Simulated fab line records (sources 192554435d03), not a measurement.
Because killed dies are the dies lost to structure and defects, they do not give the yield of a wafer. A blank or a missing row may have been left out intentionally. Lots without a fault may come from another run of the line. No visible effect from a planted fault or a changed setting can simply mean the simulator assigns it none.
Matching of chambers | flow n5Finfet | 4 sister chambers for N5_MOL_CONTACT_COAG_CMP_28 on cmp-02
The step polishes, stops on SiNx, t overpolish 0.85 s, target thk 14.522 nm. 18 wafers are shown with their chamber, then 9 later ones without.

== WAFERS WITH THEIR CHAMBER ==
wafer  | chamber | motorCurrentA (A) | platenRpm (rpm) | timeToEndpointS (s)
L075.3 | 1       | 11.9              | 51.81           | 8.1
L075.4 | 2       | 9.1               | 51.83           | 6.8
L075.5 | 1       | 11.6              | 51.81           | 8.3
L076.3 | 3       | 9.9               | 51.80           | 7.4
L076.4 | 1       | 11.7              | 51.80           | 6.3
L076.6 | 0       | 12.8              | 51.79           | 7.6
L077.3 | 0       | 12.3              | 51.87           | 7.7
L077.4 | 2       | 9.7               | 51.83           | 8.5
L077.6 | 0       | 13.0              | 51.84           | 8.5
L080.1 | 0       | 12.4              | 51.75           | 7.1
L080.3 | 3       | 10.6              | 51.82           | 8.0
L080.6 | 0       | 13.2              | 51.78           | 5.1
L081.2 | 2       | 9.4               | 51.83           | 7.2
L081.4 | 0       | 13.2              | 51.78           | 7.0
L081.6 | 3       | 10.3              | 51.82           | 7.4
L083.1 | 3       | 10.7              | 51.85           | 6.8
L083.4 | 1       | 11.3              | 51.82           | 7.5
L083.5 | 2       | 8.9               | 51.79           | 6.9

SIGNATURES (averages over the wafers above)
reading         | chamber 0 | chamber 1 | chamber 2 | chamber 3 | scatter within a chamber
motorCurrentA   | 12.817    | 11.625    | 9.275     | 10.375    | 0.35
platenRpm       | 51.8017   | 51.8100   | 51.8200   | 51.8225   | 0.03
timeToEndpointS | 7.167     | 7.550     | 7.350     | 7.400     | 0.908
Rule: a wafer lies at a distance from a chamber equal to the root of the sum of squares, over the readings, of (its reading less the chamber's mean, divided by the reading's scatter). The wafer belongs to the nearest chamber; if the next one is less than 2 further off, it can't be placed. The scatter: take each reading less its chamber's mean, square it, sum over the shown wafers, divide by the number of wafers less the number of chambers, and take the root.

== WAFERS WITHOUT THEIR CHAMBER ==
wafer  | motorCurrentA (A) | platenRpm (rpm) | timeToEndpointS (s)
L087.3 | 13.1              | 51.83           | 4.2
L087.4 | 12.1              | 51.81           | 4.7
L087.6 | 9.2               | 51.79           | 5.9
L090.1 | 13.1              | 51.83           | 7.1
L090.3 | 9.8               | 51.81           | 7.5
L090.5 | 11.7              | 51.84           | 2.8
L094.1 | 12.2              | 51.78           | 5.5
L094.4 | 9.5               | 51.81           | 6.2
L094.6 | 9.7               | 51.83           | 6.0

== WHICH CHAMBER EACH ONE RAN IN ==
wafer  | from the rows above          | in truth
L087.3 | 0                            | 0
L087.4 | can't be placed: 0 or 1      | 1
L087.6 | 2                            | 2
L090.1 | 0                            | 0
L090.3 | can't be placed: 2 or 3      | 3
L090.5 | can't be placed: 1 or 0 or 3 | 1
L094.1 | can't be placed: 0 or 1      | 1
L094.4 | can't be placed: 2 or 3      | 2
L094.6 | can't be placed: 2 or 3      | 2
Correctly placed: 3 of 9. Not placeable from these rows: 6 (in 6, the candidates include the true chamber). 0 placed wrongly.
